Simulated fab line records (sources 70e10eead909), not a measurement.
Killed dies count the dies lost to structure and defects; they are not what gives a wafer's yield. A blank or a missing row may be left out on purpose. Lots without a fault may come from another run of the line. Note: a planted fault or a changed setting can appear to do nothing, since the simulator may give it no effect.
Matching of chambers | flow nand harc | NHARC_A_CHANNEL_FILL_D2_ALD_14 on ald hk-01: 4 sister chambers
The step deposits SiO2, target thk 2.5 nm, pulse time 10 s, ald cycles 25. 4 wafers are shown with their chamber, then 8 later ones without.

== EACH WAFER AND ITS CHAMBER ==
wafer  | chamber | heater power w (W)
L083.3 | 3       | 474
L083.4 | 1       | 449
L086.2 | 2       | 450
L088.2 | 0       | 554

== WAFERS MISSING THEIR CHAMBER ==
wafer  | heater power w (W)
L088.5 | 467
L088.6 | 562
L093.1 | 434
L093.2 | 432
L093.5 | 541
L094.1 | 429
L094.2 | 532
L094.5 | 435

== WHICH CHAMBER EACH ONE RAN IN ==
wafer  | from the rows above          | in truth
L088.5 | can't be placed: 3 or 2 or 1 | 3
L088.6 | 0                            | 0
L093.1 | can't be placed: 1 or 2 or 3 | 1
L093.2 | can't be placed: 1 or 2 or 3 | 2
L093.5 | 0                            | 0
L094.1 | can't be placed: 1 or 2 or 3 | 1
L094.2 | 0                            | 0
L094.5 | can't be placed: 1 or 2 or 3 | 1
Correct placement for 3 of the 8. Unplaceable from these rows: 5, with the true chamber sitting among the candidates in 5. Number placed wrongly: 0.
How it was worked out, from the rows above alone: a wafer's distance from a chamber is the root of the sum, over the readings, of the square of ((its reading less the chamber's mean) divided by the reading's scatter). If the next closest chamber is less than 2 further off than the closest, the wafer can't be placed; otherwise it belongs to the closest. A chamber's mean is the mean of its shown wafers. The scatter (one wafer shown for each chamber): square how far every hidden wafer sits from the nearest shown wafer, average those squares and take the square root.
